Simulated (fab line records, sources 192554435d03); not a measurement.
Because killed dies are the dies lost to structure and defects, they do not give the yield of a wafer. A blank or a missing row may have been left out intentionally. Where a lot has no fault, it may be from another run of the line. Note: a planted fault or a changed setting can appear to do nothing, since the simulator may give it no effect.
fab line records ; flow n5_finfet
record lots=4; wafers=12; last_day=16
route steps=1938 shown BEOL_M7@1325 BEOL_M8@1332
lots that met no fault: taken from a fault-free run of the same line
start_h: start of the lot's first displayed wafer, in hours after the record's first day ; wait_h: time in hours since the lot's previous step ; " the same as in the row above ; L1.1+2: several wafers, shown together as one row ; - no value, or no start was given ; * or withheld: withheld ; < > ~ a bound
route shown NAME@n: a module of which the file shows steps, and the number in the route of the first ; usual: mean/standard deviation of fault-free wafers ; same: alike in all rows ; chamber/n: place in a boat ; sites: the reading at each site ; _std_site: standard deviation of those values ; _edge_site: mean of outer sites minus mean of inner sites ; radius_mm: for every site, how far away it sits from the centre of the wafer ; mask NAME#n: copy n ; behind: the most recent tool/chamber to have shaped the wafer ; hold: what put the lot on hold/how long, in hours/how the hold closed ; device: the n, p or np transistor that did not switch ; end of line: tests run on the same wafers once the route is complete ; where a step has no rows: the recipe by itself ; killed: at the first sort, the dies lost to defects and structure; wafer yield is something else ; map: shows each die of a wafer: x if killed, . if not, _ if none is there
set.NAME: setting as actually run; set.NAME@STEP: the setting as run at that earlier step ; model.NAME: the simulator's own value behind a step, which no gauge read
certain route steps with their lots: each step a table, each wafer a row
services: from which hour (start_h, from the record's first day; less than 0 if before it) a tool's chamber was out of use, for how many hours, and why
## steps
# step N5_BEOL_M7_ANNEAL_51
# recipe temp_c=225; time_s=90; ambient=N2
# step N5_BEOL_M7_CMP_52
# recipe stop_on=SiCOH_lowk; t_overpolish_s=6.9; down_force_psi=1; platen_rpm=50; clearing_platen_down_force_psi=1.5; clearing_platen_rpm=50; post_cmp_clean=cu_alkaline; target_thk_nm=80; clearing_platen_pad_velocity_m_s=0.99484; pad_velocity_m_s=0.99484
# step N5_BEOL_M7_PRE_CLEAN_55
# recipe gas=NH3; time_s=15; temp_c=withheld; rf_power_w=300
# step N5_BEOL_M7_DEP_56
# recipe material=SiCN; target_thk_a=100; temp_c=withheld; precursor=3MS/NH3; pressure_torr=3; rf_w=202; time_s=17.5
# step N5_BEOL_M8_ILD_DEP_00
# recipe material=SiCOH_lowk; target_thk_a=1797.5; temp_c=300; precursor=DEMS/porogen; pressure_torr=5; rf_w=500; time_s=33.4
# step N5_BEOL_M8_CURE_74
# recipe temp_c=385; time_s=240; ambient=He/Ar; material=SiCOH_lowk
# step N5_BEOL_M8_PECVD_70
# recipe material=SiO2; target_thk_a=200; temp_c=400; precursor=TEOS/O2; pressure_torr=5.5; rf_w=450; teos_flow_sccm=53.8; gas=O2; flow_sccm=3000; time_s=22.7
# step N5_BEOL_M8_HM_DEP_02
# recipe material=TiN; target_thk_a=200; temp_c=25; chamber_pressure_pa=0.49996
# step N5_BEOL_M8_COAT_59
# recipe resist=SOC; temp_c=250; time_s=60; spin_rpm=1500; resist_thk_nm=100
# usual chill_plate_temp_C=23.02/0.096; spin_speed_rpm=1500.0/0.86
lot.wafer;tool;chamber;start_h;wait_h;chill_plate_temp_C;spin_speed_rpm;model.SOC_of_BEOL_M8_COAT_59.thk_nm
L464.1;litho_track-02;0;214.55;0.1;22.88;1500.0;100.2
L464.3;litho_track-02;0;214.55;0.1;23.02;1499.9;100.2
L464.4;litho_track-02;0;214.55;0.1;23.14;1500.9;100.4
L470.1;litho_track-02;0;260.78;0.1;23.05;1703.1;94
L470.3;litho_track-02;0;260.78;0.1;23.08;1704.4;93.8
L470.4;litho_track-02;0;260.78;0.1;23.00;1703.9;94
L476.3;litho_track-02;0;301.35;0.1;23.08;1705.7;93.6
L476.4;litho_track-02;0;301.35;0.1;23.10;1704.7;93.6
L476.6;litho_track-02;0;301.35;0.1;23.08;1705.1;93.8
L478.3;litho_track-03;0;304.36;0.1;22.94;1500.1;100
L478.4;litho_track-03;0;304.36;0.1;22.92;1499.0;100.4
L478.6;litho_track-03;0;304.36;0.1;22.96;1500.8;100.4
# step N5_BEOL_M8_COAT_60
# recipe resist=SiARC; temp_c=220; time_s=60; spin_rpm=1500; resist_thk_nm=35
# step N5_BEOL_M8_COAT_05
# recipe resist=CAR-ArF; spin_rpm=1500; resist_thk_nm=90
# step N5_BEOL_M8_EBR_07
# recipe solvent=PGMEA; ebr_width_mm=1.5
# step N5_BEOL_M8_SOFTBAKE_06
# recipe temp_c=110; time_s=60; resist=CAR-ArF
# step N5_BEOL_M8_EXPOSE_08
# recipe mask_id=M8; na=1.35; source_shape=dipole; sigma_inner=0.817; sigma_outer=0.97; polarization=te; dose_mj=68.25
# step N5_BEOL_M8_PEB_09
# recipe peb_temp_c=withheld; peb_time_s=60; resist=CAR-ArF
# step N5_BEOL_M8_DEVELOP_10
# recipe develop_time_s=30; developer=TMAH; resist=CAR-ArF; rinse_liquid=diw; dry=air_spin; dev_temp_c=23
# step N5_BEOL_M8_DESCUM_16
# recipe chemistry=O2; time_s=7.9; source_power_w=50; bias_power_w=20; pressure_mtorr=20; rf_frequency_hz=2.712e+07; temp_c=40; resist=CAR-ArF; o2_flow_sccm=225
# step N5_BEOL_M8_ETCH_61
# recipe chemistry=CF4; target=SiARC; target_depth_a=455; mask_material=CAR-ArF; time_s=75.8; ion_energy_ev=80; pressure_mtorr=40; source_w=545; bias_w=36; Ar_flow_sccm=100; cf4_flow_sccm=100; ends=cleared
# step N5_BEOL_M8_ETCH_62
# recipe chemistry=N2/H2; target=SOC; target_depth_a=1100; overetch_a=220; mask_material=SiARC; temp_c=40; time_s=165; ion_energy_ev=200; pressure_mtorr=30; source_w=840; bias_w=150; n2_flow_sccm=200; h2_flow_sccm=200
# usual chamber_pressure_mTorr=29.999/0.029; drypump_motor_current_A=5.7/0.53; oes_product_au=0.70/0.066; rf_fwd_power_W=837.2/2.7; rf_vpp_V=523.9/2.9; showerhead_plenum_p_Torr=2.55/0.1; throttle_valve_pct=17.74/0.21
lot.wafer;tool;chamber;start_h;wait_h;chamber_pressure_mTorr;drypump_motor_current_A;oes_product_au;rf_fwd_power_W;rf_hours_counter_h;rf_vpp_V;showerhead_plenum_p_Torr;throttle_valve_pct;model.etch.depth_nm
L464.1;rie_diel-06;3;215.10;0.0;29.978;5.3;0.76;839.7;28;522.4;2.49;17.44;100.3
L464.3;rie_diel-06;1;215.10;0.0;30.000;4.9;0.67;837.1;134;524.0;2.55;17.59;100.2
L464.4;rie_diel-06;1;215.10;0.0;29.965;4.9;0.67;841.8;-;523.4;2.55;17.58;100.4
L470.1;rie_diel-06;1;261.58;0.0;29.965;4.9;0.63;837.3;149;523.7;2.54;17.61;94.05
L470.3;rie_diel-06;2;261.58;0.0;30.004;5.5;0.67;839.9;84;523.5;2.57;18.06;93.89
L470.4;rie_diel-06;0;261.58;0.0;29.984;5.6;0.73;834.1;33;529.3;2.71;17.78;94.09
L476.3;rie_diel-01;3;302.22;0.0;29.974;6.1;0.68;835.4;56;521.6;2.48;17.78;93.58
L476.4;rie_diel-01;2;302.22;0.0;30.015;5.1;0.72;838.1;44;522.9;2.48;17.40;93.67
L476.6;rie_diel-01;0;302.22;0.0;29.978;6.0;0.62;835.2;-;521.8;2.53;17.81;93.71
L478.3;rie_diel-02;2;305.08;0.0;30.010;5.4;0.73;843.5;56;526.5;2.70;17.77;99.99
L478.4;rie_diel-02;1;305.08;0.0;30.003;5.4;0.79;834.7;-;530.3;2.69;17.46;100.5
L478.6;rie_diel-02;2;305.08;0.0;29.982;5.4;0.74;838.6;-;525.7;2.70;17.78;100.3
# step N5_BEOL_M8_STRIP_68
# recipe chemistry=N2/H2; temp_c=40; n2_flow_sccm=200; h2_flow_sccm=200; rf_frequency_hz=6e+07
# step N5_BEOL_M8_STRIP_67
# recipe chemistry=CF4; resist=SiARC; power_w=300; bias_power_w=75; pressure_mtorr=50; cf4_flow_sccm=150; rf_frequency_hz=6e+07
# step N5_BEOL_M8_HM_OPEN_17
# recipe chemistry=Cl2/BCl3; target_depth_a=200; overetch_a=60; target=TiN; mask_material=SOC; ion_energy_ev=150; pressure_mtorr=10; icp_w=1000; bias_w=126; Cl2_flow_sccm=53.25; bcl3_flow_sccm=21.75; Ar_flow_sccm=25
# usual chamber_pressure_mTorr=10.002/0.015; drypump_motor_current_A=5.8/0.37; he_backside_leak_sccm=3.3/0.35; oes_ar_750_au=0.78/0.089; oes_product_au=0.67/0.09; rf_fwd_power_W=993/3.5; throttle_valve_pct=22.16/0.16
lot.wafer;tool;chamber;start_h;wait_h;chamber_pressure_mTorr;drypump_motor_current_A;he_backside_leak_sccm;oes_ar_750_au;oes_product_au;rf_fwd_power_W;rf_hours_counter_h;throttle_valve_pct;model.SOC_of_BEOL_M8_COAT_59.thk_nm
L464.1;rie_metal-01;1;215.29;0.0;9.988;6.3;3.7;0.70;0.56;992;102;22.05;92.2
L464.3;rie_metal-01;1;215.29;0.0;10.016;6.3;3.6;0.69;0.56;993;-;22.05;92.2
L464.4;rie_metal-01;1;215.29;0.0;9.985;6.3;3.6;0.70;0.55;997;-;22.07;92.4
L470.1;rie_metal-03;1;261.76;0.0;10.007;5.7;3.4;0.88;0.78;989;10;22.25;86.4
L470.3;rie_metal-03;1;261.76;0.0;9.999;5.7;3.2;0.88;0.79;989;-;22.24;86.2
L470.4;rie_metal-03;1;261.76;0.0;9.999;5.7;3.6;0.87;0.78;988;-;22.23;86.4
L476.3;rie_metal-03;1;302.43;0.1;10.006;5.7;3.2;0.85;0.76;996;-;22.26;85.8
L476.4;rie_metal-03;0;302.43;0.1;10.005;6.2;3.3;0.76;0.65;996;-;22.30;85.6
L476.6;rie_metal-03;1;302.43;0.1;9.992;5.7;3.2;0.85;0.75;995;-;22.27;86
L478.3;rie_metal-03;0;305.30;0.1;10.003;6.2;3.2;0.76;0.64;988;-;22.29;92
L478.4;rie_metal-03;1;305.30;0.1;9.993;5.7;3.5;0.84;0.74;993;-;22.28;92.8
L478.6;rie_metal-03;1;305.30;0.1;10.001;5.7;3.2;0.84;0.75;996;-;22.26;92.6
# step N5_BEOL_M8_STRIP_19
# recipe chemistry=O2; power_w=400; temp_c=40; pressure_mtorr=30; rf_frequency_hz=6e+07; bias_power_w=0; overash_fraction=0.2; o2_flow_sccm=225
## services
tool;chamber;start_h;hours;kind
rie_metal-03;0;196.03;8.7;repair
rie_diel-02;1;209.60;1.2;repair
rie_metal-01;0;211.92;-;clean
rie_metal-01;0;211.92;22.0;scheduled_down
rie_metal-01;0;211.92;22.0;vent_cycle
rie_diel-06;2;212.80;6.6;repair
rie_diel-02;1;219.98;-;clean
rie_diel-02;1;219.98;-;consumable_replace:focus_ring
rie_diel-02;1;219.98;-;consumable_replace:showerhead
rie_diel-02;1;219.98;28.3;scheduled_down
rie_diel-02;1;219.98;28.3;vent_cycle
rie_diel-01;0;231.78;6.0;repair
rie_metal-03;0;260.76;36.1;repair
rie_diel-02;0;262.90;4.5;repair
rie_diel-02;3;287.94;-;clean
rie_diel-02;3;287.94;-;consumable_replace:focus_ring
rie_diel-02;3;287.94;-;consumable_replace:showerhead
rie_diel-02;3;287.94;28.8;scheduled_down
rie_diel-02;3;287.94;28.8;vent_cycle
## key
first_sign step=N5_BEOL_M8_COAT_59; reading=spin_speed_rpm; direction=up; sigmas=99+; usual=*; struck=*
effect none on later readings
model_effect step=N5_BEOL_M8_COAT_59; value=SOC_of_BEOL_M8_COAT_59.thk_nm; without=99.97; struck=93.8
model_effect step=N5_BEOL_M8_ETCH_62; value=etch.depth_nm; without=100; struck=93.83
model_effect step=N5_BEOL_M8_HM_OPEN_17; value=SOC_of_BEOL_M8_COAT_59.thk_nm; without=92.27; struck=86.07
met_at N5_BEOL_M8_COAT_59
struck_wafers L470.1,L470.3,L470.4,L476.3,L476.4,L476.6
onset_between 214.55 260.78
fault kind=process_parameter_drift; tool=litho_track-02; chamber=-; onset_h=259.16; steps=N5_BEOL_M8_COAT_59; channel=spin_rpm; offset=*; shape=step; end_h=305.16; acts_in=*; stated=*
